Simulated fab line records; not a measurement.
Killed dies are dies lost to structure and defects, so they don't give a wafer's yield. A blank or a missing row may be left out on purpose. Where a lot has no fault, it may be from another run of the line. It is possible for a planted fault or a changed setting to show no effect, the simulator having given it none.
fab line records + flow n5_finfet
record
- lots=9
- wafers=27
- last_day=18
route steps=1938 shown FIN_SAQP@138 FIN_CUT@167 BEOL_M4@1111
lots that met no fault: from a run of the same line without faults
start_h: the number of hours between the record's first day and the start of the first shown wafer of the lot + wait_h: hours from the lot's prior step to this one + " as in the row above + L1.1+2: a single row standing in for several wafers + - no value present, or no start provided + * or withheld: withheld + < > ~ a bound
route shown NAME@n: a module of which the file shows steps, and the number in the route of the first + usual: mean/standard deviation of fault-free wafers + same: alike in all rows + chamber/n: place in a boat + sites: the reading at each site + _std_site: standard deviation of those values + _edge_site: the outer-site mean with the inner-site mean subtracted + radius_mm: how far each site lies from the wafer's centre + mask NAME#n: copy n + behind: the last tool/chamber to shape the wafer + hold: the reason the lot was held/the length of the hold in hours/how it ended + device: the transistor (n, p or np) that didn't switch + end of line: tests of these same wafers at the route's end + a step with no rows: only its recipe + killed: dies lost to structure and defects at the first sort, not the wafer's yield + map: the dies of a wafer, with x for killed, . for not killed, _ for no die there
set.NAME: the setting the step ran with; set.NAME@STEP: the setting that earlier step ran with + model.NAME: the simulator's own value behind a step, which no gauge read
the route's steps for a sample of lots (tables are steps, rows are wafers)
services: from which hour (start_h, from the record's first day; less than 0 if before it) a tool's chamber was out of use, for how many hours, and why
## steps
# step N5_FIN_SAQP_SPACER2_ALD_28
# recipe
- material=SiO2
- target_thk_a=81
- temp_c=300
- ald_precursor_family=BDEAS
- ald_co_reactant=O2-plasma
- pulse_time_s=1
- purge_time_s=2
- co_reactant_purge_time_s=2
- pressure_torr=2
# usual
- heater_power_outer_w=240/30
- heater_power_w=437/41
- precursor_pulse_height_rel=1.000/0.019
# same
- purge_time_s=2
| lot.wafer | tool       | chamber | start_h | wait_h | heater_power_outer_w | heater_power_w | precursor_pulse_height_rel | since_wet_clean_h |
|-----------|------------|---------|---------|--------|----------------------|----------------|----------------------------|-------------------|
| L564.1    | ald_sin-02 | 2       | 30.89   | 0.1    | 257                  | 442            | 1.023                      | 312               |
| L564.3    | "          | 3       | "       | "      | 235                  | 437            | 1.002                      | 312               |
| L564.5    | "          | 3       | "       | "      | 230                  | 425            | 1.042                      | -                 |
| L568.1    | ald_sin-02 | 3       | 54.63   | 0.1    | 232                  | 448            | 0.970                      | 335               |
| L568.2    | "          | 1       | "       | "      | 205                  | 402            | 1.015                      | 335               |
| L568.5    | "          | 3       | "       | "      | 232                  | 446            | 1.000                      | -                 |
| L569.1    | ald_sin-04 | 2       | 61.62   | 0.2    | 243                  | 420            | 1.045                      | 159               |
| L569.4    | "          | 1       | "       | "      | 264                  | 450            | 0.963                      | 159               |
| L569.5    | "          | 3       | "       | "      | 219                  | 448            | 0.997                      | -                 |
| L570.3    | ald_sin-04 | 1       | 66.56   | 0.1    | 254                  | 460            | 0.983                      | 164               |
| L570.4    | "          | 0       | "       | "      | 191                  | 364            | 1.026                      | 164               |
| L570.6    | "          | 0       | "       | "      | 196                  | 349            | 0.976                      | -                 |
| L574.3    | ald_sin-04 | 0       | 91.01   | 0.2    | 191                  | 366            | 0.997                      | 189               |
| L574.5    | "          | 1       | "       | "      | 262                  | 451            | 0.999                      | -                 |
| L574.6    | "          | 0       | "       | "      | 194                  | 356            | 1.001                      | -                 |
| L580.3    | ald_sin-04 | 0       | 126.79  | 0.1    | 191                  | 362            | 1.007                      | 224               |
| L580.5    | "          | 3       | "       | "      | 223                  | 449            | 0.998                      | -                 |
| L580.6    | "          | 0       | "       | "      | 194                  | 371            | 1.007                      | -                 |
| L581.1    | ald_sin-04 | 3       | 142.73  | 0.1    | 216                  | 457            | 0.989                      | 240               |
| L581.2    | "          | 1       | "       | "      | 255                  | 455            | 0.984                      | 240               |
| L581.3    | "          | 0       | "       | "      | 192                  | 359            | 0.987                      | 240               |
| L585.1    | ald_sin-01 | 3       | 157.40  | 0.1    | 284                  | 506            | 0.979                      | 347               |
| L585.4    | "          | 2       | "       | "      | 282                  | 489            | 1.021                      | 347               |
| L585.5    | "          | 3       | "       | "      | 282                  | 499            | 0.996                      | -                 |
| L586.1    | ald_sin-02 | 2       | 162.66  | 0.1    | 235                  | 406            | 1.007                      | 63                |
| L586.3    | "          | 3       | "       | "      | 219                  | 416            | 0.960                      | 63                |
| L586.6    | "          | 1       | "       | "      | 209                  | 409            | 1.012                      | -                 |
# step N5_FIN_SAQP_MANDREL2_REMOVE_60
# recipe
- chemistry=HBr/Cl2/O2
- bt_time_s=10
- target=a-Si
- stop_on=SiNx
- endpoint=OES-SiCl
- over_etch_frac=1
- icp_w=600
- bias_w=22
- HBr_flow_sccm=150
- Cl2_flow_sccm=80
- O2_flow_sccm=5
- pressure_mtorr=10
# usual
- drypump_motor_current_A=5.6/0.34
- he_backside_leak_sccm=2.8/0.39
- oes_o_777_au=0.99/0.054
- oes_product_au=1.006/0.026
- throttle_valve_pct=36.64/0.26
# same
- bt_time_s=10
| lot.wafer | tool      | chamber | start_h | wait_h | drypump_motor_current_A | he_backside_leak_sccm | oes_o_777_au | oes_product_au | rf_hours_counter_h | throttle_valve_pct |
|-----------|-----------|---------|---------|--------|-------------------------|-----------------------|--------------|----------------|--------------------|--------------------|
| L564.1    | rie_si-01 | 0       | 31.32   | 0.1    | 5.5                     | 2.8                   | 0.93         | 1.029          | 140                | 37.09              |
| L564.3    | "         | 2       | "       | "      | 5.6                     | 2.3                   | 1.08         | 1.031          | 1                  | 36.50              |
| L564.5    | "         | 1       | "       | "      | 5.5                     | 3.5                   | 0.93         | 0.983          | -                  | 36.77              |
| L568.1    | rie_si-04 | 2       | 55.04   | 0.1    | 5.6                     | 2.3                   | 0.97         | 1.014          | 116                | 36.70              |
| L568.2    | "         | 0       | "       | "      | 5.2                     | 3.0                   | 1.01         | 1.006          | 191                | 36.82              |
| L568.5    | "         | 2       | "       | "      | 5.6                     | 2.4                   | 0.97         | 1.012          | -                  | 36.71              |
| L569.1    | rie_si-01 | 2       | 62.04   | 0.1    | 5.6                     | 2.2                   | 1.08         | 1.039          | 2                  | 36.50              |
| L569.4    | "         | 3       | "       | "      | 5.9                     | 2.6                   | 0.95         | 1.042          | 7                  | 36.71              |
| L569.5    | "         | 3       | "       | "      | 6.0                     | 2.5                   | 0.94         | 1.035          | -                  | 36.68              |
| L570.3    | rie_si-06 | 2       | 66.97   | 0.1    | 5.2                     | 2.8                   | 1.00         | 1.015          | 131                | 36.69              |
| L570.4    | "         | 1       | "       | "      | 5.4                     | 3.3                   | 0.95         | 0.971          | 192                | 36.76              |
| L570.6    | "         | 2       | "       | "      | 5.3                     | 2.9                   | 1.00         | 1.009          | -                  | 36.69              |
| L574.3    | rie_si-06 | 2       | 91.42   | 0.1    | 5.2                     | 2.6                   | 1.00         | 1.007          | 132                | 36.69              |
| L574.5    | "         | 1       | "       | "      | 5.4                     | 3.3                   | 0.94         | 0.971          | -                  | 36.75              |
| L574.6    | "         | 2       | "       | "      | 5.2                     | 2.7                   | 0.99         | 0.995          | -                  | 36.67              |
| L580.3    | rie_si-01 | 0       | 127.20  | 0.1    | 5.4                     | 3.0                   | 0.94         | 1.025          | 141                | 37.09              |
| L580.5    | "         | 3       | "       | "      | 5.9                     | 2.4                   | 0.94         | 1.027          | -                  | 36.71              |
| L580.6    | "         | 0       | "       | "      | 5.4                     | 2.9                   | 0.94         | 1.018          | -                  | 37.09              |
| L581.1    | rie_si-06 | 0       | 143.18  | 0.1    | 5.6                     | 2.8                   | 0.96         | 0.987          | 89                 | 36.39              |
| L581.2    | "         | 3       | "       | "      | 5.9                     | 3.2                   | 1.11         | 1.020          | 130                | 36.65              |
| L581.3    | "         | 2       | "       | "      | 5.2                     | 2.8                   | 0.99         | 1.005          | 133                | 36.70              |
| L585.1    | rie_si-06 | 3       | 157.81  | 0.1    | 5.9                     | 3.2                   | 1.12         | 1.043          | 130                | 36.64              |
| L585.4    | "         | 2       | "       | "      | 5.2                     | 2.8                   | 0.99         | 1.006          | -                  | 36.69              |
| L585.5    | "         | 0       | "       | "      | 5.6                     | 2.8                   | 0.97         | 0.988          | -                  | 36.39              |
| L586.1    | rie_si-04 | 0       | 163.44  | 0.1    | 5.3                     | 3.0                   | 1.01         | 1.003          | 193                | 36.80              |
| L586.3    | "         | 2       | "       | "      | 5.6                     | 2.2                   | 0.98         | 1.009          | 118                | 36.71              |
| L586.6    | "         | 2       | "       | "      | 5.6                     | 2.2                   | 0.96         | 1.016          | -                  | 36.71              |
# step N5_FIN_SAQP_STRIP_77
# recipe
- chemistry=N2/H2
- time_s=90
- power_w=100
- temp_c=40
- pressure_mtorr=100
- rf_frequency_hz=6e+07
- bias_power_w=3
- n2_flow_sccm=300
- h2_flow_sccm=300
# usual
- drypump_motor_current_A=5.8/0.45
- oes_product_au=0.80/0.1
- rf_vpp_V=45.4/0.96
- showerhead_plenum_p_Torr=3.41/0.12
- throttle_valve_pct=12.16/0.26
| lot.wafer | tool        | chamber | start_h | wait_h | drypump_motor_current_A | oes_product_au | rf_hours_counter_h | rf_vpp_V | showerhead_plenum_p_Torr | throttle_valve_pct |
|-----------|-------------|---------|---------|--------|-------------------------|----------------|--------------------|----------|--------------------------|--------------------|
| L564.1    | rie_diel-04 | 0       | 31.57   | 0.0    | 5.2                     | 0.69           | 211                | 44.8     | 3.33                     | 11.99              |
| L564.3    | "           | 1       | "       | "      | 5.4                     | 0.68           | 243                | 44.4     | 3.47                     | 12.45              |
| L564.5    | "           | 3       | "       | "      | 6.5                     | 0.76           | -                  | 46.8     | 3.50                     | 12.15              |
| L568.1    | rie_diel-02 | 2       | 55.29   | 0.0    | 6.2                     | 0.87           | 36                 | 45.1     | 3.56                     | 11.78              |
| L568.2    | "           | 0       | "       | "      | 5.8                     | 0.75           | 146                | 45.4     | 3.24                     | 12.15              |
| L568.5    | "           | 2       | "       | "      | 6.2                     | 0.87           | -                  | 46.3     | 3.56                     | 11.80              |
| L569.1    | rie_diel-04 | 0       | 62.29   | 0.0    | 5.2                     | 0.68           | 222                | 45.3     | 3.32                     | 12.02              |
| L569.4    | "           | 2       | "       | "      | 5.8                     | 0.72           | -                  | 44.8     | 3.34                     | 12.31              |
| L569.5    | "           | 3       | "       | "      | 6.6                     | 0.75           | -                  | 45.4     | 3.50                     | 12.19              |
| L570.3    | rie_diel-05 | 2       | 67.22   | 0.0    | 6.6                     | 0.73           | 199                | 45.5     | 3.52                     | 12.61              |
| L570.4    | "           | 2       | "       | "      | 6.6                     | 0.73           | -                  | 43.9     | 3.52                     | 12.61              |
| L570.6    | "           | 1       | "       | "      | 5.7                     | 0.95           | -                  | 44.9     | 3.32                     | 12.01              |
| L574.3    | rie_diel-05 | 3       | 91.68   | 0.0    | 5.2                     | 0.96           | 4                  | 46.3     | 3.61                     | 11.92              |
| L574.5    | "           | 3       | "       | "      | 5.2                     | 0.97           | -                  | 46.9     | 3.61                     | 11.91              |
| L574.6    | "           | 2       | "       | "      | 6.6                     | 0.71           | -                  | 46.0     | 3.51                     | 12.66              |
| L580.3    | rie_diel-02 | 0       | 127.45  | 0.0    | 5.8                     | 0.73           | 170                | 44.6     | 3.22                     | 12.20              |
| L580.5    | "           | 2       | "       | "      | 6.3                     | 0.83           | -                  | 45.9     | 3.54                     | 11.86              |
| L580.6    | "           | 0       | "       | "      | 5.8                     | 0.72           | -                  | 45.9     | 3.22                     | 12.22              |
| L581.1    | rie_diel-05 | 1       | 143.43  | 0.0    | 5.6                     | 0.87           | 34                 | 46.2     | 3.30                     | 12.07              |
| L581.2    | "           | 3       | "       | "      | 5.2                     | 0.92           | 22                 | 45.4     | 3.60                     | 11.96              |
| L581.3    | "           | 0       | "       | "      | 5.8                     | 0.94           | 14                 | 45.9     | 3.32                     | 11.99              |
| L585.1    | rie_diel-02 | 0       | 158.06  | 0.0    | 5.8                     | 0.73           | 182                | 45.2     | 3.22                     | 12.24              |
| L585.4    | "           | 1       | "       | "      | 5.3                     | 0.86           | 47                 | 47.3     | 3.44                     | 12.05              |
| L585.5    | "           | 1       | "       | "      | 5.3                     | 0.86           | -                  | 45.7     | 3.44                     | 12.05              |
| L586.1    | rie_diel-02 | 0       | 163.70  | 0.0    | 5.8                     | 0.71           | 185                | 44.6     | 3.22                     | 12.23              |
| L586.3    | "           | 1       | "       | "      | 5.3                     | 0.86           | 49                 | 45.4     | 3.44                     | 12.07              |
| L586.6    | "           | 1       | "       | "      | 5.3                     | 0.87           | -                  | 45.7     | 3.44                     | 12.04              |
# step N5_FIN_CUT_ETCH_30
# recipe
- chemistry=N2/H2
- target=underlayer
- target_depth_a=130
- mask_material=CAR-EUV
- time_s=10.4
- ion_energy_ev=200
- pressure_mtorr=30
- source_w=840
- bias_w=150
- n2_flow_sccm=200
- h2_flow_sccm=200
- ends=cleared
# usual
- drypump_motor_current_A=5.7/0.58
- etch_rf_on_time_s=10.43/0.27
- oes_product_au=0.66/0.069
- rf_vpp_V=524.5/2.3
- showerhead_plenum_p_Torr=2.56/0.076
- throttle_valve_pct=17.85/0.18
| lot.wafer | tool        | chamber | start_h | wait_h | drypump_motor_current_A | etch_rf_on_time_s | oes_product_au | rf_hours_counter_h | rf_vpp_V | showerhead_plenum_p_Torr | throttle_valve_pct |
|-----------|-------------|---------|---------|--------|-------------------------|-------------------|----------------|--------------------|----------|--------------------------|--------------------|
| L564.1    | rie_diel-01 | 2       | 32.60   | 0.0    | 6.0                     | 9.89              | 0.75           | 46                 | 525.2    | 2.57                     | 17.74              |
| L564.3    | "           | 1       | "       | "      | 4.9                     | 10.62             | 0.63           | 153                | 527.0    | 2.65                     | 17.76              |
| L564.5    | "           | 1       | "       | "      | 4.8                     | 10.57             | 0.62           | -                  | 527.4    | 2.65                     | 17.75              |
| L568.1    | rie_diel-06 | 0       | 56.21   | 0.0    | 6.2                     | 10.60             | 0.67           | 134                | 522.2    | 2.43                     | 17.90              |
| L568.2    | "           | 2       | "       | "      | 5.0                     | 10.85             | 0.56           | 248                | 521.7    | 2.51                     | 17.83              |
| L568.5    | "           | 1       | "       | "      | 5.1                     | 10.42             | 0.65           | -                  | 522.4    | 2.52                     | 17.68              |
| L569.1    | rie_diel-01 | 0       | 63.31   | 0.0    | 5.2                     | 10.06             | 0.68           | 118                | 525.2    | 2.55                     | 18.06              |
| L569.4    | "           | 3       | "       | "      | 5.9                     | 10.74             | 0.64           | 156                | 522.8    | 2.45                     | 18.02              |
| L569.5    | "           | 1       | "       | "      | 4.9                     | 6.71              | 0.81           | -                  | 527.1    | 2.64                     | 17.81              |
| L570.3    | rie_diel-03 | 2       | 68.12   | 0.0    | 6.6                     | 10.27             | 0.61           | 202                | 524.3    | 2.51                     | 17.88              |
| L570.4    | "           | 3       | "       | "      | 5.5                     | 10.25             | 0.63           | 172                | 525.8    | 2.64                     | 18.02              |
| L570.6    | "           | 1       | "       | "      | 5.7                     | 10.80             | 0.56           | -                  | 526.4    | 2.61                     | 18.04              |
| L574.3    | rie_diel-01 | 2       | 92.70   | 0.0    | 6.0                     | 6.42              | 0.96           | 62                 | 525.7    | 2.57                     | 17.83              |
| L574.5    | "           | 3       | "       | "      | 5.9                     | 6.99              | 0.84           | -                  | 519.4    | 2.45                     | 18.08              |
| L574.6    | "           | 0       | "       | "      | 5.2                     | 10.11             | 0.68           | -                  | 524.4    | 2.55                     | 18.06              |
| L580.3    | rie_diel-06 | 1       | 128.48  | 0.0    | 5.0                     | 10.44             | 0.63           | 197                | 524.0    | 2.51                     | 17.73              |
| L580.5    | "           | 3       | "       | "      | 5.7                     | 10.20             | 0.71           | -                  | 528.6    | 2.67                     | 17.66              |
| L580.6    | "           | 2       | "       | "      | 5.0                     | 10.45             | 0.79           | -                  | 523.1    | 2.50                     | 17.40              |
| L581.1    | rie_diel-01 | 2       | 144.45  | 0.0    | 6.0                     | 10.06             | 0.71           | 77                 | 526.2    | 2.56                     | 17.79              |
| L581.2    | "           | 3       | "       | "      | 5.9                     | 10.81             | 0.63           | 178                | 519.9    | 2.44                     | 18.04              |
| L581.3    | "           | 1       | "       | "      | 4.9                     | 10.68             | 0.61           | 185                | 528.5    | 2.63                     | 17.82              |
| L585.1    | rie_diel-01 | 3       | 159.13  | 0.0    | 5.9                     | 10.89             | 0.63           | 183                | 520.7    | 2.44                     | 18.07              |
| L585.4    | "           | 1       | "       | "      | 4.8                     | 10.62             | 0.60           | 190                | 526.6    | 2.63                     | 17.81              |
| L585.5    | "           | 2       | "       | "      | 6.0                     | 10.00             | 0.70           | -                  | 524.0    | 2.56                     | 17.81              |
| L586.1    | rie_diel-06 | 2       | 164.74  | 0.0    | 5.0                     | 10.40             | 0.77           | 27                 | 521.4    | 2.50                     | 17.42              |
| L586.3    | "           | 3       | "       | "      | 5.7                     | 10.33             | 0.69           | 99                 | 529.0    | 2.66                     | 17.69              |
| L586.6    | "           | 3       | "       | "      | 5.7                     | 10.37             | 0.69           | -                  | 527.2    | 2.66                     | 17.68              |
# step N5_BEOL_M4_RC_MEAS_101
# usual
- DIBL_N=36.2/1.6
- DIBL_P=36.5/1.9
- IOFF_N=0.158/0.027
- IOFF_P=0.21/0.038
- ION_N=675/12
- ION_P=464/8.9
- SS_N=71.5/0.61
- SS_P=73.4/0.59
- VT_N=250.4/3
- VT_P=-250/3.6
| lot.wafer | tool      | chamber | start_h | wait_h | DIBL_N[mV/V] | DIBL_P[mV/V] | IOFF_N[nA/um] | IOFF_P[nA/um] | ION_N[uA/um] | ION_P[uA/um] | SS_N[mV/dec] | SS_P[mV/dec] | VT_N[mV] | VT_P[mV] |
|-----------|-----------|---------|---------|--------|--------------|--------------|---------------|---------------|--------------|--------------|--------------|--------------|----------|----------|
| L564.1    | prober-01 | 0       | 164.40  | 0.0    | 37.7         | 38.5         | 0.175         | 0.26          | 683          | 474          | 72.3         | 74.0         | 251.0    | -247     |
| L564.3    | "         | 0       | "       | "      | 36.3         | 36.5         | 0.146         | 0.22          | 676          | 472          | 71.1         | 73.0         | 251.9    | -250     |
| L564.5    | "         | 0       | "       | "      | 38.5         | 39.0         | 0.194         | 0.27          | 683          | 468          | 72.0         | 74.1         | 247.4    | -245     |
| L568.1    | prober-02 | 0       | 192.78  | 0.0    | 37.8         | 36.5         | 0.156         | 0.20          | 672          | 455          | 70.3         | 73.7         | 252.7    | -250     |
| L568.2    | "         | 0       | "       | "      | 37.4         | 37.5         | 0.165         | 0.21          | 676          | 462          | 71.3         | 73.5         | 248.5    | -248     |
| L568.5    | "         | 0       | "       | "      | 35.7         | 34.7         | 0.122         | 0.17          | 653          | 452          | 70.5         | 72.9         | 254.3    | -253     |
| L569.1    | prober-01 | 0       | 202.49  | 0.0    | 37.8         | 37.8         | 0.168         | 0.21          | 684          | 461          | 72.0         | 73.6         | 253.7    | -250     |
| L569.4    | "         | 0       | "       | "      | 38.4         | 38.4         | 0.180         | 0.22          | 689          | 461          | 71.5         | 74.4         | 249.0    | -250     |
| L569.5    | "         | 0       | "       | "      | 39.3         | 39.3         | 0.192         | 0.24          | 680          | 463          | 71.3         | 74.3         | 251.1    | -253     |
| L570.3    | prober-01 | 0       | 211.01  | 0.3    | 34.9         | 34.8         | 0.129         | 0.20          | 673          | 465          | 71.5         | 73.4         | 255.7    | -249     |
| L570.4    | "         | 0       | "       | "      | 34.2         | 34.6         | 0.121         | 0.19          | 665          | 461          | 71.3         | 72.7         | 254.4    | -251     |
| L570.6    | "         | 0       | "       | "      | 36.7         | 37.9         | 0.165         | 0.25          | 685          | 474          | 72.1         | 73.2         | 248.9    | -245     |
| L574.3    | prober-01 | 0       | 227.77  | 0.3    | 34.9         | 35.8         | 0.142         | 0.19          | 671          | 463          | 70.5         | 73.5         | 251.0    | -250     |
| L574.5    | "         | 0       | "       | "      | 36.5         | 37.3         | 0.175         | 0.20          | 691          | 464          | 70.8         | 73.8         | 245.7    | -251     |
| L574.6    | "         | 0       | "       | "      | 38.2         | 39.0         | 0.209         | 0.25          | 705          | 474          | 72.8         | 73.6         | 246.5    | -246     |
| L580.3    | prober-01 | 0       | 279.92  | 0.3    | 36.6         | 37.1         | 0.172         | 0.21          | 666          | 463          | 72.4         | 72.5         | 249.4    | -252     |
| L580.5    | "         | 0       | "       | "      | 37.2         | 37.6         | 0.176         | 0.22          | 669          | 458          | 72.7         | 74.3         | 250.6    | -252     |
| L580.6    | "         | 0       | "       | "      | 35.2         | 36.7         | 0.142         | 0.20          | 673          | 462          | 71.5         | 73.6         | 252.4    | -253     |
| L581.1    | prober-01 | 0       | 281.24  | 0.0    | 35.9         | 35.2         | 0.144         | 0.20          | 699          | 475          | 71.7         | 73.5         | 248.9    | -250     |
| L581.2    | "         | 0       | "       | "      | 37.0         | 37.2         | 0.162         | 0.23          | 691          | 467          | 71.6         | 74.1         | 248.4    | -251     |
| L581.3    | "         | 0       | "       | "      | 38.6         | 40.1         | 0.212         | 0.30          | 705          | 488          | 72.1         | 74.0         | 245.7    | -242     |
| L586.1    | prober-01 | 0       | 313.01  | 0.0    | 38.4         | 38.9         | 0.223         | 0.30          | 690          | 478          | 73.0         | 74.6         | 246.9    | -245     |
| L586.3    | "         | 0       | "       | "      | 36.2         | 36.3         | 0.157         | 0.23          | 666          | 461          | 71.9         | 73.7         | 252.2    | -248     |
| L586.6    | "         | 0       | "       | "      | 36.0         | 35.3         | 0.158         | 0.21          | 675          | 461          | 71.6         | 72.9         | 252.8    | -252     |
| L585.1    | prober-02 | 0       | 320.57  | 0.0    | 35.0         | 34.8         | 0.149         | 0.22          | 664          | 463          | 71.1         | 72.8         | 250.4    | -248     |
| L585.4    | "         | 0       | "       | "      | 34.2         | 34.5         | 0.141         | 0.22          | 686          | 482          | 70.4         | 73.0         | 249.9    | -248     |
| L585.5    | "         | 0       | "       | "      | 32.9         | 33.3         | 0.116         | 0.19          | 666          | 469          | 71.3         | 73.1         | 252.7    | -251     |
## services
| tool        | chamber | start_h | hours | kind                          |
|-------------|---------|---------|-------|-------------------------------|
| rie_diel-06 | -       | 11.03   | 4.3   | pm                            |
| rie_diel-05 | 0       | 12.48   | 17.1  | repair                        |
| rie_diel-03 | 2       | 20.37   | 3.0   | repair                        |
| rie_diel-04 | -       | 24.01   | 0.4   | repair                        |
| ald_sin-01  | -       | 25.60   | 1.3   | repair                        |
| rie_diel-04 | 2       | 26.31   | 5.6   | repair                        |
| rie_diel-05 | 1       | 29.59   | -     | clean                         |
| rie_diel-02 | 3       | 63.35   | 3.5   | repair                        |
| rie_si-01   | -       | 68.76   | 28.1  | pm                            |
| rie_si-06   | 0       | 78.07   | 3.5   | repair                        |
| rie_diel-06 | 3       | 84.92   | 1.6   | repair                        |
| ald_sin-02  | -       | 85.25   | 14.0  | pm                            |
| ald_sin-01  | 1       | 92.58   | 4.3   | repair                        |
| rie_diel-02 | -       | 93.56   | 0.3   | repair                        |
| rie_si-01   | 1       | 97.04   | 4.8   | repair                        |
| ald_sin-04  | -       | 112.99  | 6.1   | pm                            |
| rie_diel-02 | 3       | 113.81  | -     | clean                         |
| rie_diel-02 | 3       | 113.81  | -     | consumable_replace:focus_ring |
| rie_diel-03 | -       | 116.21  | 0.6   | repair                        |
| rie_diel-03 | -       | 123.78  | 2.8   | pm                            |
| rie_si-06   | 1       | 156.95  | -     | clean                         |
| rie_si-06   | 1       | 156.95  | 15.0  | scheduled_down                |
| rie_si-06   | 1       | 156.95  | 15.0  | vent_cycle                    |
| rie_diel-06 | 0       | 160.21  | 2.8   | repair                        |
## key
first_sign
- step=N5_FIN_CUT_ETCH_30
- reading=etch_rf_on_time_s
- direction=down
- sigmas=14
- usual=*
- struck=*
effect
- step=N5_FIN_CUT_ETCH_30
- reading=oes_product_au
- direction=up
- sigmas=3.1
- usual=0.66
- struck=0.87
met_at N5_FIN_CUT_ETCH_30
struck_lots L569,L574
struck_wafers L569.5,L574.3,L574.5
not_acting_at N5_FIN_SAQP_SPACER2_ALD_28,N5_FIN_SAQP_MANDREL2_REMOVE_60,N5_FIN_SAQP_STRIP_77
onset_between 32.60 63.31
fault
- kind=process_parameter_drift
- tool=rie_diel-01
- chamber=-
- onset_h=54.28
- steps=N5_FIN_CUT_ETCH_30
- channel=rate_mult
- offset=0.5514
- shape=step
- end_h=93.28
- scope=struck_wafers_only
